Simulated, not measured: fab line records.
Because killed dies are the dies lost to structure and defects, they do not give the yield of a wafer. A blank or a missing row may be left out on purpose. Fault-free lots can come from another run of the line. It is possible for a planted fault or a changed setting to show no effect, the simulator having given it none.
A lot that was struck, set against a sound lot	flow nand_harc	14 out of 1302 route steps
Sound: the wafers L980.4, L980.5, L980.6. Wafers L989.2, L989.4, L989.6 were the ones struck. The cause comes at the end.
Each step with rows lists, per side, the tool, then ch with its chambers, then its first start. Under that, the readings that differ: sound wafers	struck wafers	difference of the means	sigmas: that difference in standard deviations of wafers without a fault.
alike: words and numbers the same on both sides, and readings whose means are apart by under 2 such deviations; not compared: readings that were withheld, readings missing a value for some wafer, numbers with overlapping values and no deviation given by the record, and bounds like >300 which may hide the same value.
A row with sigmas, a row that says differs or no value, or rows on one side alone: a step with any of these is where the two part. When numbers do not overlap yet have no deviation, they are printed without sigmas and do not part them. A reading missing from all wafers of one side parts the sides only when that side holds two or more wafers.

first, 6 steps without rows for these wafers: NHARC_A_STAIRCASE_SOFTBAKE_263 (time 170 s); NHARC_A_STAIRCASE_EBR_264; NHARC_A_STAIRCASE_EXPOSE_265 (exposes mask CHOP 200); NHARC_A_STAIRCASE_PEB_266 (peb time 130 s); NHARC_A_STAIRCASE_DEVELOP_267 (time 140 s); NHARC_A_STAIRCASE_HARDBAKE_269 (time 140 s).
NHARC_A_STAIRCASE_DESCUM_270: chemistry O2, time 3 s.
  sound on rie_diel-13 ch 2,3, day 17 05:04; struck on rie_diel-13 ch 1,2,3, day 20 21:05
  alike: drypump_motor_current_A, o2_flow_sccm, oes_product_au, rf_vpp_V, showerhead_plenum_p_Torr, throttle_valve_pct
  not compared: rf_hours_counter_h
NHARC_A_STAIRCASE_ETCH_271: etches the open film in CF4/CHF3.
  sound on rie_diel-13 ch 0,2,3, day 17 05:10; struck on rie_diel-13 ch 2,3, day 20 21:10
  alike: bias_w, cf4_flow_sccm, drypump_motor_current_A, oes_product_au, rf_vpp_V, showerhead_plenum_p_Torr, throttle_valve_pct
  not compared: rf_hours_counter_h
NHARC_A_STAIRCASE_HM_OPEN_457: chemistry O2/COS.
  sound on rie_diel-13 ch 0,1,3; struck on rie_diel-13 ch 1,2
  alike: bias_w, drypump_motor_current_A, o2_flow_sccm, oes_product_au, rf_vpp_V, showerhead_plenum_p_Torr, throttle_valve_pct
  not compared: rf_hours_counter_h
then, 1 step without rows for these wafers: NHARC_A_STAIRCASE_STRIP_458 (strips in O2/COS).
NHARC_A_STAIRCASE_ETCH_451: etches the open film in CF4/O2, target depth 30 nm, overetch 3 nm, time 16.5 s.
  sound on rie_diel-13 ch 1,2,3; struck on rie_diel-13 ch 1,2,3
  alike: bias_w, cf4_flow_sccm, drypump_motor_current_A, o2_flow_sccm, oes_product_au, rf_vpp_V, showerhead_plenum_p_Torr, throttle_valve_pct
  not compared: rf_hours_counter_h
NHARC_A_STAIRCASE_ETCH_273: etches the open film in C4F8/O2/Ar, target depth 10200 nm, time 2468.6 s.
  sound on rie_diel-13 ch 0,2,3, day 17 06:11; struck on rie_diel-13 ch 1,3, day 20 22:04
  no value came back on the struck wafers for bias_w (W), chamber_pressure_mTorr (mTorr), oes_product_au (a.u.), rf_vpp_V (V); on the sound wafers bias_w (W) reads 3018 2995 3010
  not compared: rf_hours_counter_h
NHARC_A_STAIRCASE_STRIP_274: strips in O2.
  sound on rie_diel-13 ch 0,1,3; struck on rie_diel-13 ch 0,2
  alike: drypump_motor_current_A, o2_flow_sccm, oes_product_au, rf_vpp_V, showerhead_plenum_p_Torr, throttle_valve_pct
  not compared: rf_hours_counter_h
-- jump in the record: it breaks off in module A_STAIRCASE and resumes in module END (first step shown: number 1302 of the route), and 8 days separate the struck wafers' starts before and after --
NHARC_END_SORT_01:
  here the record holds rows for the struck wafers (prober-02 ch 0, day 28 20:19) but none for the sound ones

== WHERE THEY PART ==
At NHARC_A_STAIRCASE_ETCH_273 first; at NHARC_END_SORT_01 last (within this record only).

WHY: whatever the simulator had introduced
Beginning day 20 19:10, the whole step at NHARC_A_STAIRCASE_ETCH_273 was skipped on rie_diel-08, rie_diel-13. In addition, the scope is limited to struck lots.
